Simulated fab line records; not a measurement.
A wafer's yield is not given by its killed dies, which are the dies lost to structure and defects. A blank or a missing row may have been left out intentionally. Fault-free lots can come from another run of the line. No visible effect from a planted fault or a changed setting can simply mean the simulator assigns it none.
Chamber matching -- flow n5 finfet -- N5_GATE_CUT_DESCUM_18 on rie diel-03: 4 sister chambers
The step chemistry O2, time 7 s. 4 wafers are shown with their chamber, then 7 later ones without.

== WAFERS PAIRED WITH THEIR CHAMBERS ==
wafer,chamber,showerhead plenum p Torr (Torr)
L877.2,1,2.11
L877.3,3,2.00
L884.1,2,2.08
L884.2,0,1.96

== WAFERS WITH NO CHAMBER GIVEN ==
wafer,showerhead plenum p Torr (Torr)
L884.4,2.00
L885.3,2.08
L885.5,1.96
L885.6,2.11
L889.1,1.99
L889.2,2.10
L889.6,2.07

== WHICH CHAMBER EACH ONE RAN IN ==
wafer,from the rows above,in truth
L884.4,3,3
L885.3,2,2
L885.5,0,0
L885.6,1,1
L889.1,3,3
L889.2,can't be placed: 1 or 2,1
L889.6,2,2
6 of 7 placed correctly. Cannot be placed on the basis of these rows: 1; the candidates contain the true chamber in 1. Placed wrongly: 0.
How it was worked out, from the rows above alone: a wafer's distance from a chamber is the root of the sum, over the readings, of the square of ((its reading less the chamber's mean) divided by the reading's scatter). The wafer belongs to the nearest chamber; if the next one is less than 2 further off, it can't be placed. Each chamber's mean is taken over the wafers shown for it. The scatter (one wafer shown for each chamber): square how far every hidden wafer sits from the nearest shown wafer, average those squares and take the square root.
